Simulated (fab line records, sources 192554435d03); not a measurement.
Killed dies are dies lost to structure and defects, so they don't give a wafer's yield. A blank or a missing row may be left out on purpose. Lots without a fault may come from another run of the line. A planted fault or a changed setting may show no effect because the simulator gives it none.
A struck lot beside a sound one | flow n5_finfet | 15 steps out of a route of 1938
Sound: wafers L274.3, L274.4, L274.6. Struck: wafer L284.6. (L284.2 of the same lot was not struck and is left out.) The cause comes at the end.
At each step with rows: each side's tool, then ch and its chambers, then its first start. Under that, the readings that differ: sound wafers | struck wafers | difference of the means | sigmas: that difference in standard deviations of wafers without a fault.
alike: readings whose means differ by less than 2 such deviations, and words and numbers that are the same on both sides. not compared: withheld readings, readings that some wafer has no value for, bounds like >300 that may hide the same value, and numbers for which the record gives no deviation and whose values overlap.
The two part at a step that has a row with sigmas, a row that says differs or no value, or rows on one side only. Numbers that don't overlap but have no deviation are shown without sigmas and don't part them. A reading that every wafer of one side lacks parts them only if that side has two wafers or more.

first, 7 steps without rows for these wafers: N5_BEOL_M4_COAT_76 (time 60 s, resist thk 5 nm); N5_BEOL_M4_COAT_22 (resist thk 30 nm); N5_BEOL_M4_EBR_24; N5_BEOL_M4_SOFTBAKE_23 (time 60 s); N5_BEOL_M4_EXPOSE_25 (exposes mask V3, defocus 5 nm); N5_BEOL_M4_PEB_26 (peb time 60 s); N5_BEOL_M4_DEVELOP_27 (develop time 30 s).
N5_BEOL_M4_CD_MEAS_28: target cd 26.2 nm, target cd y 24.1 nm.
  sound on cd_sem-01 ch 0, day 7 20:30; struck on cd_sem-03 ch 0, day 10 10:26
  alike: cd_nm
N5_BEOL_M4_OVL_MEAS_29:
  sound on overlay-01 ch 0, day 7 20:32; struck on overlay-02 ch 0, day 10 10:28
  alike: V3_OVL
N5_BEOL_M4_INSPECT_30: inspects for defects (brightfield).
  sound on defect_inspect-02, day 7 20:35; struck on defect_inspect-02, day 10 10:31
  alike: raw_defect_count
N5_BEOL_M4_DESCUM_33: chemistry O2, time 7 s.
  sound on rie_diel-01 ch 1,2,3, day 7 20:38; struck on rie_diel-01 ch 0, day 10 10:43
  alike: chamber_pressure_mTorr, drypump_motor_current_A, oes_product_au, rf_vpp_V, showerhead_plenum_p_Torr, throttle_valve_pct
  not compared: rf_hours_counter_h
N5_BEOL_M4_ETCH_77: etches underlayer in N2/H2, target depth 6.5 nm, time 5.2 s.
  sound on rie_diel-01 ch 1,2,3, day 7 20:40; struck on rie_diel-01 ch 0, day 10 10:46
  alike: chamber_pressure_mTorr, drypump_motor_current_A, etch_rf_on_time_s, oes_product_au, rf_vpp_V, showerhead_plenum_p_Torr, throttle_valve_pct
  not compared: rf_hours_counter_h
N5_BEOL_M4_ETCH_69: etches SiARC in CF4, target depth 15.6 nm, time 26 s.
  sound on rie_diel-01 ch 1,2,3, day 7 20:41; struck on rie_diel-01 ch 0, day 10 10:46
  reading               | sound          | struck | difference | sigmas
  etch_rf_on_time_s (s) | 27.0 26.7 25.4 | 37.2   | +10.8      | +13
  alike: chamber_pressure_mTorr, drypump_motor_current_A, oes_product_au, rf_vpp_V, showerhead_plenum_p_Torr, throttle_valve_pct
  not compared: rf_hours_counter_h
N5_BEOL_M4_ALD_98: deposits SiO2, target thk 2.5 nm, pulse time 1 s, co reactant pulse time 1 s.
  sound on ald_sin-04 ch 1,3, day 7 20:46; struck on ald_sin-04 ch 2, day 10 11:00
  reading                    | sound             | struck | difference | sigmas
  precursor_pulse_height_rel | 1.022 1.030 1.077 | 0.971  | -0.072     | -3
  alike: heater_power_w
N5_BEOL_M4_RC_MEAS_101:
  sound on prober-02 ch 0, day 8 06:19; struck on prober-02 ch 0, day 10 23:59
  reading       | sound          | struck | difference | sigmas
  DIBL_P (mV/V) | 41.2 36.8 39.2 | 34.2   | -4.9       | -2
  alike: DIBL_N, IOFF_N, IOFF_P, ION_N, ION_P, SS_N, SS_P, VT_N, VT_P

WHERE THEY PART
First at N5_BEOL_M4_ETCH_69; last, within this record, at N5_BEOL_M4_RC_MEAS_101.

WHY: what the simulator had put in
Process parameter drift: rie_diel-01, from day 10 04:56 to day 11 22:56, at N5_BEOL_M4_ETCH_69. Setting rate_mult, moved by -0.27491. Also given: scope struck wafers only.
